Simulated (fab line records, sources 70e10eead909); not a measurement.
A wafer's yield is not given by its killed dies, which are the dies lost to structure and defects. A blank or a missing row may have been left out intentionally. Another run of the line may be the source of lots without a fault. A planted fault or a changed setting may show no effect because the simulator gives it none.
fab line records	flow nand-harc	part 2 of 2: steps 34 to 40 of 40
record lots=5	wafers=15	last-day=33
route steps=1302 shown A_BONDPAD@1226 HYBRID_BOND@1237 THIN_TSV@1244
lots that met no fault: taken from a fault-free run of the same line
start-h: the number of hours between the record's first day and the start of the first shown wafer of the lot	wait-h: time in hours since the lot's previous step	" unchanged from the row above	L1.1+2: a single row standing in for several wafers	- no value, or no start was given	* or withheld: withheld	< > ~ a bound
route shown NAME@n: a module of which the file shows steps, and the number in the route of the first	usual: mean and standard deviation over wafers with no fault	same: alike in all rows	chamber/n: place in a boat	sites: the reading at each site	_std_site: their standard deviation	_edge_site: inner sites' mean taken away from outer sites' mean	radius-mm: for every site, how far away it sits from the centre of the wafer	mask NAME#n: copy n	behind: the last tool/chamber to shape the wafer	hold: why the lot went on hold/how many hours it stayed there/how the hold came to an end	device: names the non-switching transistor (n, p or np)	end of line: tests run on the same wafers once the route is complete	a step without rows: its recipe alone	killed: at the first sort, the dies lost to defects and structure; wafer yield is something else	map: a wafer's dies, marking killed ones x, the rest . and places with no die _
set.NAME: setting as actually run; set.NAME@STEP: the setting as run at that earlier step	model.NAME: the simulator's own value behind a step, which no gauge read
lots seen at some steps along the route; tables by step, rows by wafer
services: when a tool's chamber went out of use (start-h, in hours from the record's first day, below 0 if earlier), for how many hours, and the reason
## steps
# step NHARC_THIN_TSV_DESCUM_14
# recipe time-s=3	o2-flow-sccm=200	ar-flow-sccm=0	bias-power-w=0	chemistry=O2
# usual chamber-pressure-mTorr=60.01/0.059	drypump-motor-current-A=5.6/0.55	mfc-ar-sccm=0.009/0.011	o2-flow-sccm=200.0/0.6	oes-product-au=0.997/0.0096	rf-vpp-V=57.6/0.91	showerhead-plenum-p-Torr=1.87/0.094	throttle-valve-pct=11.311/0.009
lot.wafer	tool	chamber	start-h	wait-h	chamber-pressure-mTorr	drypump-motor-current-A	mfc-ar-sccm	o2-flow-sccm	oes-product-au	rf-hours-counter-h	rf-vpp-V	showerhead-plenum-p-Torr	throttle-valve-pct
L076.4	rie-diel-11	2	556.94	-	59.99	6.3	0	199.2	0.998	7.5	57.7	1.84	11.310
L076.3	"	3	"	"	59.95	4.9	0.022	199.9	0.988	7.1	58.0	1.81	11.300
L076.6	"	0	"	"	60.06	6.0	0.005	200.6	1.000	-	57.2	1.81	11.320
L084.1	rie-diel-12	3	643.56	-	60.06	6.0	0	200.5	0.990	0.9	56.6	1.81	11.317
L084.4	"	0	"	"	60.04	5.6	0.004	200.1	1.002	0.9	58.6	1.79	11.312
L084.3	"	2	"	"	60.06	6.0	0	199.6	0.992	0.7	58.2	1.97	11.304
L087.3	rie-diel-11	2	674.49	-	60.02	6.3	0	200.0	1.001	3.6	58.2	1.84	11.311
L087.4	"	0	"	"	60.01	5.9	0.005	200.0	0.996	2.8	58.1	1.80	11.307
L087.2	"	1	"	"	60.10	5.6	0.005	199.8	0.989	2.7	57.5	1.91	11.319
L094.1	rie-diel-12	1	749.10	-	60.12	5.3	0.016	199.6	0.979	5.7	57.8	2.04	11.306
L094.3	"	2	"	"	60.04	6.0	0	199.5	1.003	5.2	58.6	1.97	11.307
L094.6	"	3	"	"	60.01	6.0	0	200.8	0.998	-	56.5	1.81	11.315
L096.4	rie-diel-09	0	765.18	-	60.10	5.7	0.014	200.1	0.998	5.0	58.0	2.00	11.297
L096.6	"	1	"	"	59.95	4.7	0	201.0	0.995	-	57.5	1.77	11.316
L096.5	"	2	"	"	60.07	6.3	0	200.6	1.006	-	58.7	2.00	11.309
# step NHARC_THIN_TSV_ETCH_44
# recipe target-depth-a=15942	time-s=797.1	cf4-flow-sccm=150	o2-flow-sccm=10	ar-flow-sccm=0	rf-w=300	bias-w=800	chemistry=CF4/O2
# usual chamber-pressure-mTorr=30.002/0.029	drypump-motor-current-A=5.6/0.54	mfc-ar-sccm=0.010/0.012	o2-flow-sccm=10.00/0.034	oes-product-au=0.997/0.01	rf-vpp-V=792/5.5	showerhead-plenum-p-Torr=1.80/0.085	throttle-valve-pct=16.913/0.0085
lot.wafer	tool	chamber	start-h	wait-h	chamber-pressure-mTorr	drypump-motor-current-A	mfc-ar-sccm	o2-flow-sccm	oes-product-au	rf-hours-counter-h	rf-vpp-V	showerhead-plenum-p-Torr	throttle-valve-pct
L076.3	rie-diel-11	3	557.01	0.1	29.979	4.9	0.022	10.05	0.996	7.2	788	1.74	16.922
L076.4	"	2	"	"	30.015	6.3	0	10.07	0.996	7.6	790	1.77	16.912
L076.6	"	3	"	"	29.995	4.9	0.022	9.98	0.994	-	788	1.74	16.935
L084.4	rie-diel-12	2	643.65	0.1	29.960	6.0	0	9.98	0.998	0.9	797	1.88	16.920
L084.3	"	3	"	"	29.977	6.0	0	9.98	0.991	1.0	789	1.74	16.895
L084.1	"	1	"	"	30.008	5.2	0.016	10.08	0.987	1.1	802	1.95	16.911
L087.3	rie-diel-11	2	674.58	0.1	29.990	6.3	0	10.00	0.993	3.7	790	1.77	16.913
L087.2	"	3	"	"	29.994	4.9	0.022	9.95	0.996	3.9	788	1.74	16.902
L087.4	"	0	"	"	30.006	5.9	0.005	10.06	0.987	2.9	789	1.73	16.926
L094.1	rie-diel-12	0	749.17	0.1	29.993	5.6	0.004	9.97	1.012	4.9	786	1.72	16.924
L094.3	"	1	"	"	29.980	5.3	0.016	10.01	0.983	5.8	802	1.95	16.913
L094.6	"	1	"	"	30.023	5.2	0.016	10.00	0.983	-	802	1.95	16.916
L096.4	rie-diel-09	0	765.35	0.2	30.026	5.7	0.014	10.00	0.982	5.1	799	1.91	16.897
L096.6	"	2	"	"	29.992	6.3	0	9.97	0.997	-	798	1.91	16.909
L096.5	"	3	"	"	29.981	5.0	0.035	9.96	0.976	-	785	1.71	16.914
# step NHARC_THIN_TSV_ETCH_15
# recipe target-depth-a=30000	bosch-target-overetch-cycles=2	bosch-etch-step-s=2.8	bosch-dep-step-s=1.2	bosch-cycles=14
# usual drypump-motor-current-A=5.9/0.47
lot.wafer	tool	chamber	start-h	wait-h	drypump-motor-current-A	rf-hours-counter-h
L076.4	rie-si-06	2	557.59	-	5.7	0.9
L076.3	"	0	"	"	5.6	0.9
L076.6	"	3	"	"	5.6	-
L084.1	rie-si-05	2	644.22	-	6.5	0.9
L084.4	"	3	"	"	5.1	0.9
L084.3	"	0	"	"	4.9	1.0
L087.2	rie-si-01	3	675.15	-	5.7	0.7
L087.3	"	0	"	"	6.5	0.6
L087.4	"	2	"	"	6.2	0.6
L094.3	rie-si-06	2	749.75	-	5.7	1.0
L094.1	"	3	"	"	5.6	0.9
L094.6	"	2	"	"	5.7	-
L096.4	rie-si-06	2	765.85	-	5.8	1.1
L096.5	"	3	"	"	5.6	-
L096.6	"	0	"	"	5.6	-
# step NHARC_THIN_TSV_CD_MEAS_16
# usual cd-nm=999.4/2.1
lot.wafer	tool	chamber	start-h	wait-h	cd-nm
L076.3	cd-sem-03	-	557.75	0.1	997.3
L076.4	"	-	"	"	1000.7
L076.6	"	-	"	"	1000.1
L084.1	cd-sem-01	-	644.37	0.1	995.2
L084.3	"	-	"	"	996.6
L084.4	"	-	"	"	995.3
L087.2	cd-sem-01	-	675.30	0.1	1000.2
L087.3	"	-	"	"	997.9
L087.4	"	-	"	"	999.7
L094.1	cd-sem-01	-	749.89	0.1	1000.5
L094.3	"	-	"	"	998.1
L094.6	"	-	"	"	995.4
L096.4	cd-sem-03	-	765.96	0.1	999.0
L096.5	"	-	"	"	999.2
L096.6	"	-	"	"	1000.8
# step NHARC_THIN_TSV_STRIP_45
# recipe power-w=1500	temp-c=250	chemistry=O2
# usual drypump-motor-current-A=5.90/0.11	heater-power-w=303/35
lot.wafer	tool	chamber	start-h	wait-h	drypump-motor-current-A	heater-power-w	rf-hours-counter-h
L076.4	plasma-asher-02	1	557.93	0.2	6.02	337	-
L076.3	"	0	"	"	5.88	269	-
L076.6	"	0	"	"	5.86	275	-
L084.1	plasma-asher-01	0	644.49	0.1	5.93	257	24
L084.3	"	1	"	"	5.72	331	-
L084.4	"	0	"	"	5.93	254	-
L087.2	plasma-asher-01	0	675.37	0.1	5.92	255	30
L087.3	"	0	"	"	5.93	254	-
L087.4	"	1	"	"	5.69	324	-
L094.1	plasma-asher-02	1	749.96	0.1	6.02	327	28
L094.3	"	0	"	"	5.87	284	-
L094.6	"	0	"	"	5.86	291	-
L096.4	plasma-asher-01	1	766.12	0.2	5.70	325	-
L096.6	"	1	"	"	5.72	319	-
L096.5	"	0	"	"	5.91	235	-
# step NHARC_THIN_TSV_STRIP_46
# recipe time-s=1200	temp-c=72.5	chemistry=post-etch-residue-remover
# usual bath-guard-temp-C=72.5/0.43
lot.wafer	tool	chamber	start-h	wait-h	bath-guard-temp-C
L076.6	wet-bench-10	2	558.19	0.1	72.5
L076.4	"	3	"	"	72.5
L076.3	"	4	"	"	73.0
L084.3	wet-bench-10	2	644.81	0.2	72.1
L084.4	"	3	"	"	72.4
L084.1	"	4	"	"	73.1
L087.2	wet-bench-08	4	675.72	0.3	72.0
L087.4	"	5	"	"	73.0
L087.3	"	1	"	"	72.3
L094.1	wet-bench-08	0	750.31	0.3	72.3
L094.6	"	2	"	"	72.9
L094.3	"	5	"	"	72.8
L096.6	wet-bench-10	3	766.37	0.1	72.7
L096.5	"	4	"	"	73.1
L096.4	"	5	"	"	72.0
# step NHARC_THIN_TSV_DEP_47
# recipe target-thk-a=2000	temp-c=withheld	pressure-torr=6.5	rf-w=900	teos-flow-sccm=161.4	flow-sccm=2650	target-thk-nm=200	gas=O2	material=SiO2
# usual throttle-valve-pct=15.8/0.5
lot.wafer	tool	chamber	start-h	wait-h	throttle-valve-pct
L076.3	pecvd-01	0	558.64	-	16.6
L076.6	"	1	"	"	15.1
L076.4	"	2	"	"	15.6
L084.1	pecvd-02	2	645.31	-	16.1
L084.3	"	0	"	"	16.3
L084.4	"	2	"	"	15.9
L087.2	pecvd-04	2	676.17	-	15.9
L087.3	"	1	"	"	15.4
L087.4	"	1	"	"	15.4
L094.1	pecvd-01	2	750.76	-	15.5
L094.3	"	0	"	"	16.7
L094.6	"	0	"	"	16.5
L096.6	pecvd-01	1	766.96	-	15.7
L096.5	"	2	"	"	15.4
L096.4	"	0	"	"	16.5
## services
tool	chamber	start-h	hours	kind
pvd-sputter-01	-	531.38	3.2	repair
pvd-sputter-03	-	539.25	10.0	pm
cmp-04	-	551.71	6.4	repair
cmp-02	-	579.77	4.0	pm
pvd-sputter-01	-	582.00	10.0	pm
litho-track-07	-	601.00	7.0	pm
wet-bench-08	-	646.40	8.0	pm
litho-track-05	-	649.00	7.0	pm
pvd-sputter-01	-	649.41	1.6	repair
wet-bench-10	-	663.20	8.0	pm
pvd-sputter-03	-	664.65	2.6	repair
pvd-sputter-01	-	673.64	2.6	repair
cmp-02	-	674.45	3.0	repair
cmp-02	-	677.77	4.0	pm
pvd-sputter-03	-	689.49	1.0	repair
pvd-sputter-03	-	707.48	2.2	repair
cmp-02	-	715.87	1.5	repair
pvd-sputter-03	-	717.25	10.0	pm
grinder-01	-	720.60	4.0	repair
grinder-01	-	736.00	8.0	pm
wafer-bonder-01	-	736.00	8.0	pm
pvd-sputter-01	-	736.19	0.5	repair
cmp-02	-	757.23	3.6	repair
pvd-sputter-01	-	760.00	10.0	pm
